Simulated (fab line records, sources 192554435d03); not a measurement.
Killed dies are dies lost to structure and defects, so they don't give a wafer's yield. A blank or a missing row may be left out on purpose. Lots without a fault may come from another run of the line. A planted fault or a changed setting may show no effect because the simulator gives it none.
Which tool did it? | flow n5_finfet | 24 lots, 72 wafers sampled, at 4 steps of a route of 1938

WHAT THE GAUGES READ, wafer by wafer
N5_BEOL_M5_INSPECT_58: inspects for defects (darkfield). Usual: raw_defect_count 77, standard deviation 26.
lot  | measured     | on                | raw_defect_count | flag
L074 | day 8 12:01  | defect_inspect-01 | 83 65 63         |
L075 | day 8 14:46  | defect_inspect-01 | 93 70 85         |
L076 | day 9 00:33  | defect_inspect-01 | 69 30 39         |
L077 | day 9 05:24  | defect_inspect-01 | 64 61 87         |
L078 | day 9 13:31  | defect_inspect-02 | 118 112 132      |
L079 | day 9 15:29  | defect_inspect-01 | 44 38 56         |
L080 | day 9 21:54  | defect_inspect-01 | 62 127 84        |
L082 | day 9 22:52  | defect_inspect-01 | 57 72 71         |
L081 | day 10 01:44 | defect_inspect-02 | 88 121 78        |
L083 | day 10 04:21 | defect_inspect-01 | 88 131 121       |
L084 | day 10 23:07 | defect_inspect-01 | 71 63 116        |
L086 | day 11 12:52 | defect_inspect-01 | 48 43 93         |
L085 | day 11 13:57 | defect_inspect-02 | 48 89 101        |
L087 | day 11 18:27 | defect_inspect-02 | 73 123 96        |
L088 | day 11 18:50 | defect_inspect-01 | 76 55 69         |
L089 | day 11 21:58 | defect_inspect-01 | 93 72 68         |
L091 | day 12 11:33 | defect_inspect-01 | 53 66 68         |
L090 | day 12 12:20 | defect_inspect-01 | 96 101 105       |
L092 | day 12 17:59 | defect_inspect-01 | 52 107 73        |
L093 | day 13 05:44 | defect_inspect-02 | 45 69 60         |
L094 | day 13 13:05 | defect_inspect-01 | 104 110 76       |
L095 | day 13 16:19 | defect_inspect-02 | 49 88 99         |
L096 | day 13 19:58 | defect_inspect-02 | 84 46 62         |
L097 | day 13 21:23 | defect_inspect-02 | 83 46 43         |

N5_BEOL_M6_OVL_MEAS_29. Usual: V5_OVL -0.1 nm, standard deviation 0.58.
lot  | measured     | on         | V5_OVL (nm)    | flag
L074 | day 8 16:54  | overlay-01 | -0.2 -0.5 -0.3 |
L075 | day 8 18:52  | overlay-02 | -0.6 0.0 0.7   |
L076 | day 9 06:05  | overlay-02 | -0.4 0.7 -0.2  |
L077 | day 9 10:19  | overlay-02 | 0.1 0.0 0.5    |
L078 | day 9 17:56  | overlay-01 | 0.8 0.5 -0.1   |
L079 | day 9 17:54  | overlay-02 | 0.8 -0.2 0.7   |
L080 | day 10 02:38 | overlay-02 | -0.1 -0.1 0.4  |
L082 | day 10 02:56 | overlay-01 | 1.1 0.6 0.5    |
L081 | day 10 05:27 | overlay-02 | -0.4 -0.3 -0.2 |
L083 | day 10 07:55 | overlay-01 | -0.4 0.0 -0.4  |
L084 | day 11 03:36 | overlay-02 | -0.2 -1.3 -0.8 |
L086 | day 11 17:48 | overlay-01 | -0.4 -1.2 -0.7 |
L085 | day 11 17:39 | overlay-01 | -0.4 -0.6 0.2  |
L087 | day 11 22:17 | overlay-01 | 0.3 0.7 0.5    |
L088 | day 11 22:20 | overlay-02 | 0.3 -0.1 -0.1  |
L089 | day 12 02:04 | overlay-01 | 0.4 -0.3 -0.9  |
L091 | day 12 16:49 | overlay-01 | 1.0 -0.8 0.1   |
L090 | day 12 16:38 | overlay-01 | -0.2 0.1 -0.1  |
L092 | day 12 20:49 | overlay-01 | -0.2 -0.6 -0.2 |
L093 | day 13 08:29 | overlay-01 | 0.6 1.0 1.1    |
L094 | day 13 19:08 | overlay-01 | 0.3 0.2 1.2    |
L095 | day 13 21:41 | overlay-01 | -0.2 -0.2 -1.0 |
L096 | day 13 22:06 | overlay-02 | -0.6 -0.8 -0.8 |
L097 | day 14 01:40 | overlay-01 | -0.3 -0.9 -0.1 |

N5_BEOL_M6_CD_MEAS_35: target cd 40 nm, target cd y 28 nm. Usual: cd_nm 39.9 nm, standard deviation 0.64.
lot  | measured     | on        | cd_nm (nm)     | flag
L074 | day 8 17:34  | cd_sem-03 | 40.5 39.9 39.8 |
L075 | day 8 19:33  | cd_sem-02 | 40.3 40.2 39.1 |
L076 | day 9 06:50  | cd_sem-03 | 39.6 39.6 39.5 |
L077 | day 9 11:03  | cd_sem-03 | 40.0 38.9 39.3 |
L078 | day 9 18:59  | cd_sem-03 | 41.6 39.6 40.6 |
L079 | day 9 18:35  | cd_sem-02 | 40.2 40.6 40.6 |
L080 | day 10 03:19 | cd_sem-02 | 39.7 39.8 39.6 |
L082 | day 10 03:49 | cd_sem-02 | 39.7 40.1 39.6 |
L081 | day 10 06:14 | cd_sem-02 | 39.9 40.2 40.6 |
L083 | day 10 08:37 | cd_sem-02 | 39.7 40.1 40.9 |
L084 | day 11 04:26 | cd_sem-02 | 39.5 39.9 40.1 |
L086 | day 11 18:29 | cd_sem-01 | 40.1 39.5 39.8 |
L085 | day 11 18:19 | cd_sem-03 | 39.1 38.5 38.3 |
L087 | day 11 22:57 | cd_sem-03 | 38.3 39.4 39.6 |
L088 | day 11 23:18 | cd_sem-01 | 39.8 40.0 39.8 |
L089 | day 12 02:52 | cd_sem-02 | 39.2 38.5 40.1 |
L091 | day 12 17:45 | cd_sem-02 | 39.5 39.9 40.4 |
L090 | day 12 17:19 | cd_sem-02 | 40.4 41.1 39.8 |
L092 | day 12 21:29 | cd_sem-03 | 39.0 39.2 39.7 |
L093 | day 13 09:29 | cd_sem-02 | 39.5 40.4 39.0 |
L094 | day 13 19:49 | cd_sem-01 | 40.6 40.1 40.4 |
L095 | day 13 22:28 | cd_sem-01 | 40.3 39.5 39.6 |
L096 | day 13 22:46 | cd_sem-01 | 39.7 39.8 40.5 |
L097 | day 14 02:37 | cd_sem-03 | 38.7 39.9 40.0 |

WHICH TOOL RAN EACH LOT (tool, then ch and the chambers of the sampled wafers, then the start)
lot  | N5_BEOL_M6_ETCH_61
L074 | rie_diel-06 ch 0,2, day 8 14:37
L075 | rie_diel-04 ch 0,1,2, day 8 17:58
L076 | rie_diel-06 ch 0,1,2, day 9 04:02
L077 | rie_diel-06 ch 0,2,3, day 9 07:59
L078 | rie_diel-04 ch 0,2,3, day 9 16:16
L079 | rie_diel-04 ch 0,1,3, day 9 16:48
L080 | rie_diel-05 ch 1,2, day 10 01:41
L082 | rie_diel-05 ch 0,2, day 10 02:11
L081 | rie_diel-05 ch 1,2,3, day 10 04:13
L083 | rie_diel-04 ch 0,3, day 10 07:01
L084 | rie_diel-06 ch 1,2,3, day 11 02:06
L086 | rie_diel-05 ch 0,1,3, day 11 15:32
L085 | rie_diel-04 ch 0,1, day 11 16:13
L087 | rie_diel-06 ch 1,2, day 11 20:33
L088 | rie_diel-06 ch 0,1, day 11 20:52
L089 | rie_diel-06 ch 0,2,3, day 12 00:05
L091 | rie_diel-06 ch 0,1,3, day 12 14:08
L090 | rie_diel-05 ch 0,1,2, day 12 14:21
L092 | rie_diel-05 ch 0,2, day 12 19:52
L093 | rie_diel-06 ch 0,2,3, day 13 07:17
L094 | rie_diel-04 ch 1,3, day 13 15:28
L095 | rie_diel-06 ch 0,1,3, day 13 20:30
L096 | rie_diel-05 ch 1,2,3, day 13 21:13
L097 | rie_diel-04 ch 0,2,3, day 14 00:01
- N5_BEOL_M6_ETCH_61: etches SiARC in CF4, target depth 45.5 nm, time 75.8 s.

WHAT THE TOOLS THEMSELVES READ (means of the sampled wafers that have a number; where no wafer has one, the mark that the record gives instead)
N5_BEOL_M6_ETCH_61. Usual: drypump_motor_current_A 5.5 A, standard deviation 0.51; etch_rf_on_time_s 75.9 s, standard deviation 2.1; oes_product_au 0.66 a.u., standard deviation 0.073; rf_vpp_V 184.2 V, standard deviation 1.4; showerhead_plenum_p_Torr 2.14 Torr, standard deviation 0.083; throttle_valve_pct 15.67 %, standard deviation 0.22.
lot  | tool        | drypump_motor_current_A (A) | etch_rf_on_time_s (s) | oes_product_au (a.u.) | rf_vpp_V (V) | showerhead_plenum_p_Torr (Torr) | throttle_valve_pct (%) | flag
L074 | rie_diel-06 | 5.1                         | 75.1                  | 0.64                  | 183.3        | 2.10                            | 15.74                  |
L075 | rie_diel-04 | 6.0                         | 76.3                  | 0.65                  | 183.7        | 2.11                            | 15.63                  |
L076 | rie_diel-06 | 5.2                         | 73.8                  | 0.63                  | 182.8        | 2.10                            | 15.80                  |
L077 | rie_diel-06 | 5.0                         | 73.8                  | 0.70                  | 184.3        | 2.15                            | 15.62                  |
L078 | rie_diel-04 | 5.7                         | 77.0                  | 0.64                  | 184.2        | 2.15                            | 15.73                  |
L079 | rie_diel-04 | 5.5                         | 77.5                  | 0.61                  | 183.5        | 2.13                            | 15.65                  |
L080 | rie_diel-05 | 5.2                         | 77.6                  | 0.72                  | 183.6        | 2.15                            | 15.45                  |
L082 | rie_diel-05 | 5.7                         | 76.0                  | 0.67                  | 184.9        | 2.25                            | 15.77                  |
L081 | rie_diel-05 | 5.6                         | 78.4                  | 0.67                  | 183.8        | 2.12                            | 15.54                  |
L083 | rie_diel-04 | 5.5                         | 77.0                  | 0.60                  | 184.0        | 2.18                            | 15.71                  |
L084 | rie_diel-06 | 5.2                         | 73.8                  | 0.68                  | 185.1        | 2.17                            | 15.76                  |
L086 | rie_diel-05 | 5.8                         | 76.3                  | 0.72                  | 184.6        | 2.21                            | 15.61                  |
L085 | rie_diel-04 | 5.8                         | 78.3                  | 0.59                  | 184.0        | 2.14                            | 15.62                  |
L087 | rie_diel-06 | 5.4                         | 74.6                  | 0.61                  | 183.4        | 2.12                            | 15.90                  |
L088 | rie_diel-06 | 5.3                         | 74.9                  | 0.62                  | 183.9        | 2.10                            | 15.91                  |
L089 | rie_diel-06 | 5.0                         | 73.6                  | 0.67                  | 184.9        | 2.14                            | 15.68                  |
L091 | rie_diel-06 | 5.1                         | 74.2                  | 0.67                  | 184.0        | 2.15                            | 15.74                  |
L090 | rie_diel-05 | 5.5                         | 76.4                  | 0.68                  | 185.1        | 2.19                            | 15.65                  |
L092 | rie_diel-05 | 5.5                         | 77.9                  | 0.66                  | 185.8        | 2.23                            | 15.60                  |
L093 | rie_diel-06 | 5.0                         | 74.8                  | 0.66                  | 184.1        | 2.14                            | 15.70                  |
L094 | rie_diel-04 | 5.3                         | 75.7                  | 0.62                  | 183.8        | 2.10                            | 15.74                  |
L095 | rie_diel-06 | 5.1                         | 74.8                  | 0.66                  | 184.3        | 2.14                            | 15.77                  |
L096 | rie_diel-05 | 5.6                         | 78.1                  | 0.72                  | 185.0        | 2.20                            | 15.44                  |
L097 | rie_diel-04 | 5.7                         | 76.4                  | 0.72                  | 185.1        | 2.14                            | 15.65                  |

THE ANSWER, worked out from the rows above alone
Rule: a lot is off if the mean of its wafers that have a number lies more than 3 standard deviations from the usual mean. A lot without any number at a reading at which 4 lots or more have one is off too. The other lots that the step has rows for count as sound. The gauges are gone through in route order, then the tools' own readings, and for those a lot's mean is taken as printed above. The first step at which some lot is off is used, and at that step the reading that is off furthest; a lot without a number counts as furthest.
No lot is off at any reading shown: from this, nothing can be told.

WHAT THE SIMULATOR HAD PUT IN
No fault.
